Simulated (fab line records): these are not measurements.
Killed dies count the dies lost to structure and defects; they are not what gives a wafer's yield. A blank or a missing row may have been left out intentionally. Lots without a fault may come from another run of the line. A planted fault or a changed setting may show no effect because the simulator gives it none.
The tool behind it: which one? | flow nand_harc | 36 wafers from 13 lots sampled at 6 of the route's 1302 steps

## WHAT THE GAUGES SHOWED, per wafer
NHARC_A_ONON_D2_THK_MEAS_05: measures by ellipsometry.
lot  | measured     | on            | thk_nm (nm)
L389 | day 12 18:32 | film_metro-01 | 998 999 997
L390 | day 13 00:56 | film_metro-02 | 1003 1003 1005
L391 | day 13 15:52 | film_metro-01 | 992 991 991
L394 | day 14 09:16 | film_metro-01 | 1546 1004
L397 | day 15 09:16 | film_metro-01 | 1554 1013
L398 | day 16 03:23 | film_metro-02 | 1022 1564
L401 | day 17 00:32 | film_metro-01 | 1008 1008 1008
L402 | day 18 10:05 | film_metro-01 | 1007 1006 1005
L404 | day 18 09:53 | film_metro-02 | 1000 1001 1004
L405 | day 18 20:57 | film_metro-01 | 1009 1012 1010
L409 | day 20 21:10 | film_metro-02 | 1000 1003 1003
L410 | day 21 09:17 | film_metro-01 | 1003 1006 1005
L412 | day 22 06:10 | film_metro-02 | 989 989 987

NHARC_A_CHANNEL_HOLE_D2_CD_MEAS_10: target cd 100 nm.
lot  | measured     | on        | cd_nm (nm)
L389 | day 13 09:24 | cd_sem-01 | 99.5 99.3 98.4
L390 | day 13 15:34 | cd_sem-01 | 100.3 100.0 99.8
L391 | day 14 07:26 | cd_sem-01 | 101.2 100.8 101.1
L394 | day 15 00:52 | cd_sem-02 | 99.5
L397 | day 16 00:38 | cd_sem-02 | 99.6
L398 | day 16 18:15 | cd_sem-01 | 100.2
L401 | day 17 16:24 | cd_sem-01 | 100.1 100.6 99.7
L402 | day 19 05:27 | cd_sem-02 | 99.8 99.9 100.0
L404 | day 19 04:01 | cd_sem-01 | 100.3 100.5 100.6
L405 | day 19 13:37 | cd_sem-01 | 99.3 99.9 99.5
L409 | day 21 18:17 | cd_sem-01 | 99.7 99.8 99.4
L410 | day 21 23:59 | cd_sem-03 | 99.4 99.1 99.5
L412 | day 22 21:45 | cd_sem-03 | 99.5 99.7 99.8

NHARC_END_SORT_01.
lot  | measured     | on        | killed_at_array | killed_at_other | killed_at_periphery | killed_dies | killed_open | killed_short
L394 | day 26 02:25 | prober-01 | 671 72          | 0 0             | 6 2                 | 677 74      | 7 1         | 5 4
L397 | day 27 03:35 | prober-01 | 677 63          | 0 0             | 0 0                 | 677 63      | 4 1         | 1 1
L398 | day 28 03:08 | prober-01 | 45 676          | 0 0             | 0 1                 | 45 677      | 2 4         | 1 3

## WHICH TOOL RAN EACH LOT (tool, then ch and the chambers of the sampled wafers, then the start)
lot  | NHARC_A_CHANNEL_HOLE_D1_ETCH_38    | NHARC_A_CHANNEL_FILL_D1_ALD_15                 | NHARC_A_ONON_D2_DEP_03
L389 | rie_diel-10 ch 2,3, day 8 19:38    | ald_sin_batch-03 ch 0, day 9 13:20             | pecvd_onon-03 ch 0, day 12 18:01
L390 | rie_diel-10 ch 0,2,3, day 9 06:25  | ald_sin_batch-03 ch 0, day 9 23:46             | pecvd_onon-01 ch 0, day 13 00:29
L391 | rie_diel-10 ch 0,1,3, day 9 13:43  | ald_sin_batch-01 ch 0, day 13 15:25 or earlier | pecvd_onon-04 ch 0, day 13 15:25
L394 | rie_diel-02 ch 1,2, day 10 15:47   | ald_sin_batch-03 ch 0, day 11 10:51            | pecvd_onon-03 ch 0, day 14 08:46
L397 | rie_diel-02 ch 0,2, day 11 11:17   | ald_sin_batch-03 ch 0, day 15 08:45 or earlier | pecvd_onon-03 ch 0, day 15 08:45
L398 | rie_diel-02 ch 2,3, day 12 05:10   | ald_sin_batch-01 ch 0, day 16 02:55 or earlier | pecvd_onon-03 ch 0, day 16 02:55
L401 | rie_diel-10 ch 1,2, day 13 04:58   | ald_sin_batch-02 ch 0, day 17 00:01 or earlier | pecvd_onon-01 ch 0, day 17 00:01
L402 | rie_diel-10 ch 0,2,3, day 14 12:09 | ald_sin_batch-02 ch 0, day 18 09:38 or earlier | pecvd_onon-04 ch 0, day 18 09:38
L404 | rie_diel-02 ch 1,2,3, day 14 12:43 | ald_sin_batch-02 ch 0, day 18 09:29 or earlier | pecvd_onon-01 ch 0, day 18 09:29
L405 | rie_diel-10 ch 1,2, day 14 23:13   | ald_sin_batch-01 ch 0, day 18 20:26 or earlier | pecvd_onon-04 ch 0, day 18 20:26
L409 | rie_diel-10 ch 2,3, day 17 04:34   | ald_sin_batch-03 ch 0, day 20 20:47 or earlier | pecvd_onon-04 ch 0, day 20 20:47
L410 | rie_diel-10 ch 1,2,3, day 17 04:35 | ald_sin_batch-03 ch 0, day 21 08:47 or earlier | pecvd_onon-03 ch 0, day 21 08:47
L412 | rie_diel-02 ch 0,1,3, day 18 09:29 | ald_sin_batch-03 ch 0, day 22 05:39 or earlier | pecvd_onon-03 ch 0, day 22 05:39
- NHARC_A_CHANNEL_HOLE_D1_ETCH_38: etches the open film in CF4, target depth 39 nm, time 65 s.
- NHARC_A_CHANNEL_FILL_D1_ALD_15: deposits SiNx, target thk 2 nm, pulse time 60 s, ald cycles 19.
- NHARC_A_ONON_D2_DEP_03: target thk 1000 nm.

## WHAT THE TOOLS THEMSELVES READ (means of the sampled wafers that have a number; where no wafer has one, the mark that the record gives instead)
NHARC_A_CHANNEL_HOLE_D1_ETCH_38.
lot  | tool        | drypump_motor_current_A (A) | oes_product_au (a.u.) | rf_vpp_V (V) | showerhead_plenum_p_Torr (Torr) | throttle_valve_pct (%)
L389 | rie_diel-10 | 6.0                         | 1.001                 | 152.3        | 1.84                            | 13.284
L390 | rie_diel-10 | 6.0                         | 1.004                 | 152.4        | 1.83                            | 13.276
L391 | rie_diel-10 | 5.5                         | 1.001                 | 152.7        | 1.84                            | 13.287
L394 | rie_diel-02 | 5.7                         | 0.995                 | 150.7        | 1.75                            | 13.274
L397 | rie_diel-02 | 5.5                         | 1.003                 | 151.6        | 1.76                            | 13.276
L398 | rie_diel-02 | 5.4                         | 1.006                 | 151.5        | 1.73                            | 13.280
L401 | rie_diel-10 | 5.5                         | 1.003                 | 151.8        | 1.83                            | 13.293
L402 | rie_diel-10 | 6.0                         | 1.002                 | 152.0        | 1.83                            | 13.284
L404 | rie_diel-02 | 5.5                         | 0.999                 | 150.8        | 1.71                            | 13.278
L405 | rie_diel-10 | 5.6                         | 1.004                 | 151.9        | 1.83                            | 13.295
L409 | rie_diel-10 | 5.5                         | 1.007                 | 152.0        | 1.85                            | 13.283
L410 | rie_diel-10 | 5.5                         | 1.009                 | 152.4        | 1.84                            | 13.286
L412 | rie_diel-02 | 5.4                         | 0.987                 | 151.6        | 1.76                            | 13.279

NHARC_A_CHANNEL_FILL_D1_ALD_15.
lot  | tool             | chamber_pressure_Torr (Torr) | precursor_pulse_height_rel
L389 | ald_sin_batch-03 | 1.998                        | 0.981
L390 | ald_sin_batch-03 | 2.000                        | 1.007
L391 | ald_sin_batch-01 | 2.002                        | 0.995
L394 | ald_sin_batch-03 | 1.994                        | 1.004
L397 | ald_sin_batch-03 | 1.998                        | 0.985
L398 | ald_sin_batch-01 | 1.997                        | 0.996
L401 | ald_sin_batch-02 | 1.999                        | 1.018
L402 | ald_sin_batch-02 | 1.999                        | 0.990
L404 | ald_sin_batch-02 | 1.997                        | 1.013
L405 | ald_sin_batch-01 | 1.999                        | 1.012
L409 | ald_sin_batch-03 | 2.000                        | 0.980
L410 | ald_sin_batch-03 | 1.995                        | 1.009
L412 | ald_sin_batch-03 | 1.998                        | 1.006

NHARC_A_ONON_D2_DEP_03.
lot  | tool          | sih4_flow_sccm (sccm)
L389 | pecvd_onon-03 | 210.3
L390 | pecvd_onon-01 | 210.2
L391 | pecvd_onon-04 | 210.1
L394 | pecvd_onon-03 | 210.4
L397 | pecvd_onon-03 | 209.8
L398 | pecvd_onon-03 | 210.6
L401 | pecvd_onon-01 | 210.0
L402 | pecvd_onon-04 | 211.0
L404 | pecvd_onon-01 | 210.2
L405 | pecvd_onon-04 | 210.4
L409 | pecvd_onon-04 | 210.1
L410 | pecvd_onon-03 | 210.6
L412 | pecvd_onon-03 | 210.6

## THE ANSWER, worked out from the rows above alone
Rule: usual is defined by the lots themselves. Put in order of their means at a reading, lots are off if they are a third of the lots or fewer, leave a main group of 4 or more, and stand apart from it by a gap of 3 or more times the standard deviation of the main group's means; of several such gaps the widest counts. If all means in a main group match to the digits the tables above print for the reading, that group is not used. Also off: a lot with no number at a reading for which 4 or more lots have one. All remaining lots with rows at the step are treated as sound. First the gauges in route order, then the tools' own readings, where a lot's mean is used as printed above. At the first step where some lot is off, the reading lying furthest off is the one used; lots without a number count as furthest.
Off at NHARC_A_ONON_D2_THK_MEAS_05 (thk_nm): L394, L397, L398. For the main group the mean is 1001 nm and the standard deviation 6.7.
If a tool, at a process step before that reading, ran all the lots that are off and no sound lot after the first of them, it fits. Gauges at NHARC_A_ONON_D2_THK_MEAS_05: tried the same way as those tools. With no start given for some of its lots, NHARC_A_CHANNEL_FILL_D1_ALD_15 uses the hours and lot order of NHARC_A_ONON_D2_DEP_03. None of those tried fits.

## WHAT THE SIMULATOR HAD PUT IN
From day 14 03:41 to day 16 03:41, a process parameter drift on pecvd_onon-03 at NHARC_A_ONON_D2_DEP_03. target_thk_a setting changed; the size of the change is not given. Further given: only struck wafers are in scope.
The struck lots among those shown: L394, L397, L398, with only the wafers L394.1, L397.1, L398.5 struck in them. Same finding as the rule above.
